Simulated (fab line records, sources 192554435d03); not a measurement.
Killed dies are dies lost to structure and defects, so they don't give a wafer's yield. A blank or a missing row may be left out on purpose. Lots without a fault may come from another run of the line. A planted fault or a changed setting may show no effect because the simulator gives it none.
A struck lot beside a sound one | flow n5_finfet | 29 steps out of a route of 1938
Sound: wafers L831.1, L831.2, L831.3. Struck: wafers L851.1, L851.3, L851.4. The cause comes at the end.
At each step with rows: each side's tool, then ch and its chambers, then its first start. Under that, the readings that differ: sound wafers | struck wafers | difference of the means | sigmas: that difference in standard deviations of wafers without a fault.
alike: readings whose means differ by less than 2 such deviations, and words and numbers that are the same on both sides. not compared: withheld readings, readings that some wafer has no value for, bounds like >300 that may hide the same value, and numbers for which the record gives no deviation and whose values overlap.
The two part at a step that has a row with sigmas, a row that says differs or no value, or rows on one side only. Numbers that don't overlap but have no deviation are shown without sigmas and don't part them. A reading that every wafer of one side lacks parts them only if that side has two wafers or more.

first, 1 step without rows for these wafers: N5_GATE_CUT_CMP_23 (polishes, stops on SiO2, t overpolish 23.4 s, target thk 16 nm).
N5_GATE_CUT_THK_MEAS_24:
  sound on film_metro-01, day 4 20:56; struck on film_metro-02, day 9 20:35
  alike: GC_FILL_THK
N5_GATE_CUT_CMP_43: polishes SiO2.
  sound on cmp-02 ch 0,2,3, day 4 21:03; struck on cmp-03 ch 0,2,3, day 9 20:37
  reading             | sound         | struck         | difference | sigmas
  motor_current_A (A) | 10.5 12.6 9.9 | 13.6 13.5 13.8 | +2.6       | +2
N5_GATE_CUT_CMP_61: polishes, stops on SiNx, t overpolish 3 s.
  sound on cmp-02 ch 0,2,3, day 4 21:29; struck on cmp-03 ch 0,2,3, day 9 21:06
  reading             | sound         | struck         | difference | sigmas
  motor_current_A (A) | 10.9 12.0 9.9 | 14.4 13.5 14.3 | +3.1       | +3
N5_GATE_CUT_INSPECT_26: inspects for defects (darkfield).
  sound on defect_inspect-02, day 4 21:41; struck on defect_inspect-02, day 9 21:20
  alike: raw_defect_count
then, 6 steps without rows for these wafers: N5_MOL_CONTACT_COAG_COAT_103 (time 60 s, resist thk 80 nm); N5_MOL_CONTACT_COAG_COAT_104 (time 60 s, resist thk 12 nm); N5_MOL_CONTACT_COAG_COAT_58 (time 60 s, resist thk 10 nm); N5_MOL_CONTACT_COAG_COAT_02 (resist thk 30 nm); N5_MOL_CONTACT_COAG_EBR_04; N5_MOL_CONTACT_COAG_SOFTBAKE_03 (time 60 s).
N5_MOL_CONTACT_COAG_EXPOSE_05: exposes mask CA, defocus 0 nm.
  sound on euv_scanner-01 ch 0, day 4 21:51; struck on euv_scanner-01 ch 0, day 9 21:30
  reading              | sound             | struck            | difference | sigmas
  exposure_dose_mJ_cm2 | 38.24 38.19 38.18 | 39.84 39.80 39.80 | +1.61      | +42
  alike: mask
then, 2 steps without rows for these wafers: N5_MOL_CONTACT_COAG_PEB_06 (peb time 60 s); N5_MOL_CONTACT_COAG_DEVELOP_07 (develop time 30 s).
N5_MOL_CONTACT_COAG_CD_MEAS_08: target cd 28 nm.
  sound on cd_sem-03 ch 0, day 4 21:59; struck on cd_sem-02 ch 0, day 9 21:38
  reading    | sound             | struck            | difference | sigmas
  cd_nm (nm) | 27.73 27.78 27.90 | 28.75 28.57 28.43 | +0.78      | +3
N5_MOL_CONTACT_COAG_OVL_MEAS_09:
  sound on overlay-02 ch 0, day 4 22:01; struck on overlay-02 ch 0, day 9 21:40
  alike: CA_OVL
N5_MOL_CONTACT_COAG_INSPECT_10: inspects for defects (brightfield).
  sound on defect_inspect-02, day 4 22:04; struck on defect_inspect-01, day 9 21:43
  alike: raw_defect_count
then, 1 step without rows for these wafers: N5_MOL_CONTACT_COAG_DESCUM_13 (chemistry O2, time 7 s).
N5_MOL_CONTACT_COAG_ETCH_59: etches underlayer in N2/H2, target depth 13 nm, time 10.4 s.
  sound on rie_diel-01 ch 0,2,3, day 4 22:08; struck on rie_diel-05 ch 0,1,3, day 9 21:52
  reading                                  | sound          | struck         | difference | sigmas
  showerhead_plenum_p_Torr (Torr)          | 2.67 2.59 2.57 | 2.47 2.48 2.44 | -0.15      | -2
  model.MOL_CONTACT_COAG.cd_offset_nm (nm) | 0 -0.2 -0.2    | 0.6 1.2 0.6    | +0.9       |
  alike: drypump_motor_current_A, etch_rf_on_time_s, oes_product_au, rf_vpp_V, throttle_valve_pct
  not compared: rf_hours_counter_h
N5_MOL_CONTACT_COAG_ETCH_105: etches SiARC in CF4, target depth 15.6 nm, time 26 s.
  sound on rie_diel-01 ch 0,2,3, day 4 22:09; struck on rie_diel-05 ch 0,1,3, day 9 21:53
  alike: drypump_motor_current_A, etch_rf_on_time_s, oes_product_au, rf_vpp_V, showerhead_plenum_p_Torr, throttle_valve_pct
  not compared: rf_hours_counter_h
then, 3 steps without rows for these wafers: N5_MOL_CONTACT_COAG_ETCH_106 (etches SOC in N2/H2, target depth 80 nm, overetch 16 nm, time 120 s); N5_MOL_CONTACT_COAG_STRIP_107 (strips in N2/H2); N5_MOL_CONTACT_COAG_STRIP_108 (strips in N2/H2).
N5_MOL_CONTACT_COAG_CONTACT_ETCH_14: etches SiO2 in C4F6/O2, target depth 27.5 nm, overetch 8.5 nm, time 20 s.
  sound on rie_diel-01 ch 0,2,3, day 4 22:17; struck on rie_diel-05 ch 0,1,3, day 9 22:01
  alike: drypump_motor_current_A, oes_product_au, rf_vpp_V, showerhead_plenum_p_Torr, throttle_valve_pct
  not compared: rf_hours_counter_h
then, 1 step without rows for these wafers: N5_MOL_CONTACT_COAG_STRIP_109 (strips in C4F6/O2).
N5_MOL_CONTACT_COAG_ETCH_15: etches SiNx in CH3F/O2, stops on Si:P, target depth 7 nm.
  sound on rie_diel-01 ch 0,2,3, day 4 22:19; struck on rie_diel-05 ch 0,1,3, day 9 22:03
  alike: drypump_motor_current_A, oes_product_au, rf_vpp_V, showerhead_plenum_p_Torr, throttle_valve_pct
  not compared: rf_hours_counter_h
N5_MOL_CONTACT_COAG_ETCH_110: etches Si in CF4/O2, target depth 2.5 nm, time 8 s.
  sound on rie_diel-01 ch 0,2,3, day 4 22:23; struck on rie_diel-05 ch 0,1,3, day 9 22:07
  alike: drypump_motor_current_A, oes_product_au, rf_vpp_V, showerhead_plenum_p_Torr, throttle_valve_pct
  not compared: rf_hours_counter_h, model.MOL_CONTACT_COAG.cd_offset_nm
then, 2 steps without rows for these wafers: N5_MOL_CONTACT_COAG_STRIP_98 (strips in N2/H2); N5_PASSIVATION_PROBE_49.

WHERE THEY PART
First at N5_GATE_CUT_CMP_43; last, within this record, at N5_MOL_CONTACT_COAG_ETCH_59. Later steps at which nothing parts them and some readings are alike: N5_MOL_CONTACT_COAG_ETCH_105, N5_MOL_CONTACT_COAG_CONTACT_ETCH_14, N5_MOL_CONTACT_COAG_ETCH_15, N5_MOL_CONTACT_COAG_ETCH_110.

WHY: what the simulator had put in
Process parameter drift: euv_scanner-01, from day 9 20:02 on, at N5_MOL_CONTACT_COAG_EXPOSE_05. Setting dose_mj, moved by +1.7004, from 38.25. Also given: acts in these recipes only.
